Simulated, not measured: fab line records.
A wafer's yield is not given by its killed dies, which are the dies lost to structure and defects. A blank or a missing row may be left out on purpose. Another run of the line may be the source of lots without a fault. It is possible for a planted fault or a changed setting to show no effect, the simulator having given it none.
Split-lot study | flow n5 finfet | on a route of 1938 steps: 7 lots, 39 wafers read

## SPLIT DETAILS
At N5_BEOL_M10_TRENCH_ETCH_37 (etches SiCOH lowk in C4F6/O2, target depth 148.83 nm, time 48 s), the setting target depth a was moved away from the recipe's 1488.3 angstrom on 12 of the 39 wafers read, by -27.6% to +45.9%. This setting was run at the recipe's value on the other wafers.

## FROM THE SPLIT TO THE READING: what the file shows between them, 8 steps
- N5_BEOL_M10_ETCH_41: etches SiCN in CH3F/O2, target depth 42.6 nm, time 86 s
- N5_BEOL_M10_STRIP_77: strips in N2/H2, time 10 s
- N5_BEOL_M10_OCD_MEAS_38
- N5_BEOL_M10_HM_STRIP_39: strips TiN in peroxide tin strip, target depth 25 nm, time 158 s
- N5_BEOL_M10_SRD_40: time 30 s
- N5_BEOL_M10_ECD_50: material Cu, target thk 318 nm
- N5_BEOL_M10_ANNEAL_51: time 90 s
- N5_BEOL_M10_CMP_52: polishes, stops on SiCOH lowk, t overpolish 7 s, target thk 140 nm

## THE READING
M10_THK, in nm, at N5_BEOL_M10_THK_MEAS_53 (measures by xrf). A value of 140.6 nm with a standard deviation of 2.2 nm is what fault-free wafers of this fab line usually give.

wafer  | tool, chamber at the split | target depth a as run, angstrom | against the recipe | M10_THK, nm | against lot-mates on the recipe
L078.1 | rie diel-03, 0             | 1488.3                          | recipe             | 140.3       | -
L078.2 | rie diel-03, 3             | 1488.3                          | recipe             | 141.8       | -
L078.3 | rie diel-03, 1             | 1488.3                          | recipe             | 139.8       | -
L078.4 | rie diel-03, 2             | 1488.3                          | recipe             | 136.8       | -
L078.5 | rie diel-03, 1             | 1488.3                          | recipe             | 143.4       | -
L078.6 | rie diel-03, 2             | 1488.3                          | recipe             | 137.0       | -
L080.1 | rie diel-04, 3             | 1488.3                          | recipe             | 142.3       | -
L080.2 | rie diel-04, 1             | 1488.3                          | recipe             | 140.8       | -
L080.3 | rie diel-04, 2             | 1488.3                          | recipe             | 144.1       | -
L080.4 | rie diel-04, 0             | 1488.3                          | recipe             | 142.1       | -
L080.5 | rie diel-04, 1             | 1488.3                          | recipe             | 138.8       | -
L080.6 | rie diel-04, 0             | 1488.3                          | recipe             | 142.6       | -
L082.1 | rie diel-03, 0             | 1488.3                          | recipe             | 141.9       | -
L082.2 | rie diel-03, 3             | 2077                            | +39.6%             | 197.8       | +57.2
L082.3 | rie diel-03, 1             | 2077                            | +39.6%             | 197.2       | +56.6
L082.4 | rie diel-03, 3             | 1488.3                          | recipe             | 139.0       | -
L082.5 | rie diel-03, 1             | 1488.3                          | recipe             | 140.9       | -
L082.6 | rie diel-03, 0             | 2077                            | +39.6%             | 199.4       | +58.8
L086.1 | rie diel-04, 0             | 1488.3                          | recipe             | 140.2       | -
L086.2 | rie diel-04, 3             | 1488.3                          | recipe             | 140.2       | -
L086.3 | rie diel-04, 1             | 2171                            | +45.9%             | 205.6       | +66.0
L086.4 | rie diel-04, 2             | 1488.3                          | recipe             | 138.3       | -
L086.5 | rie diel-04, 3             | 2171                            | +45.9%             | 209.6       | +70.0
L086.6 | rie diel-04, 0             | 2171                            | +45.9%             | 211.7       | +72.1
L085.1 | rie diel-04, 2             | 1488.3                          | recipe             | 138.8       | -
L085.2 | rie diel-04, 1             | 1077                            | -27.6%             | 96.1        | -44.5
L085.3 | rie diel-04, 0             | 1077                            | -27.6%             | 99.1        | -41.5
L085.4 | rie diel-04, 3             | 1488.3                          | recipe             | 140.7       | -
L085.5 | rie diel-04, 0             | 1488.3                          | recipe             | 142.2       | -
L085.6 | rie diel-04, 3             | 1077                            | -27.6%             | 99.0        | -41.6
L089.2 | rie diel-04, 0             | 1488.3                          | recipe             | 140.1       | -
L089.3 | rie diel-04, 2             | 1488.3                          | recipe             | 138.4       | -
L089.6 | rie diel-04, 3             | 1488.3                          | recipe             | 141.2       | -
L092.1 | rie diel-04, 1             | 2127                            | +42.9%             | 207.0       | +63.1
L092.2 | rie diel-04, 3             | 1488.3                          | recipe             | 144.6       | -
L092.3 | rie diel-04, 0             | 2127                            | +42.9%             | 209.1       | +65.2
L092.4 | rie diel-04, 2             | 1488.3                          | recipe             | 141.7       | -
L092.5 | rie diel-04, 0             | 1488.3                          | recipe             | 145.4       | -
L092.6 | rie diel-04, 3             | 2127                            | +42.9%             | 208.5       | +64.6

THE FIT
A straight line over all 39 wafers: M10_THK changes by +1.51 nm for each +1% of target depth a; r = +1.00; the points scatter about the line by 2.3 nm.
The same after taking each lot's own level away (the mean of its wafers on the recipe; 39 wafers): +1.5 nm for each +1%; r = +1.00; scatter 1.8 nm.
The reading moves by 69 nm for the largest change in target depth a, on that fit.
Measured against the standard deviation above, the lots' own levels, which go from 139.57 to 143.90 nm, span 2.0 times it.
Hence the lot-to-lot level has little effect on the slope; both slopes agree.
Check: with one of the wafers moved furthest among these (+45.9%) left out of the fit, the line predicts +69 nm for it against its lot-mates. It came out at +66 nm against them.

## THE WHOLE CHAIN: every reading that the file lists as answering this split, in the file's order
step                       | what it does                                                       | reading                                                                           | change (the file's fit)                                                                 | r (the file's)
N5_BEOL_M10_TRENCH_ETCH_37 | etches SiCOH lowk in C4F6/O2, target depth 148.83 nm, time 48 s    | etch.depth nm (the simulator's own value, which no gauge read)                    | +1.49 nm for each +1% of the setting                                                    | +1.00
N5_BEOL_M10_TRENCH_ETCH_37 | etches SiCOH lowk in C4F6/O2, target depth 148.83 nm, time 48 s    | BEOL_M10.feature depth nm (the simulator's own value, which no gauge read)        | +1.49 nm for each +1% of the setting                                                    | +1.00
N5_BEOL_M10_TRENCH_ETCH_37 | etches SiCOH lowk in C4F6/O2, target depth 148.83 nm, time 48 s    | TiN_of_BEOL_M10_HM_DEP_02.thk nm (the simulator's own value, which no gauge read) | -0.0404 nm for each +1% of the setting                                                  | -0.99
N5_BEOL_M10_OCD_MEAS_38    |                                                                    | trench depth nm                                                                   | +1.5 nm for each +1% of the setting                                                     | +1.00
N5_BEOL_M10_CMP_52         | polishes, stops on SiCOH lowk, t overpolish 7 s, target thk 140 nm | Cu_of_BEOL_M10_ECD_50.thk nm (the simulator's own value, which no gauge read)     | +1.5 nm for each +1% of the setting                                                     | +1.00
N5_BEOL_M10_THK_MEAS_53    | measures by xrf                                                    | M10_THK                                                                           | +1.5 for each +1% of the setting                                                        | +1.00
N5_BEOL_M10_RS_MEAS_57     | measures by four-point-probe                                       | M10_RS                                                                            | not straight: 0.2228 at the lowest setting, 0.1493 at the recipe, 0.0969 at the highest | not given

## THE FILE'S OWN FIT
M10_THK changes by +1.5 nm for each +1% of target depth a, r = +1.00.
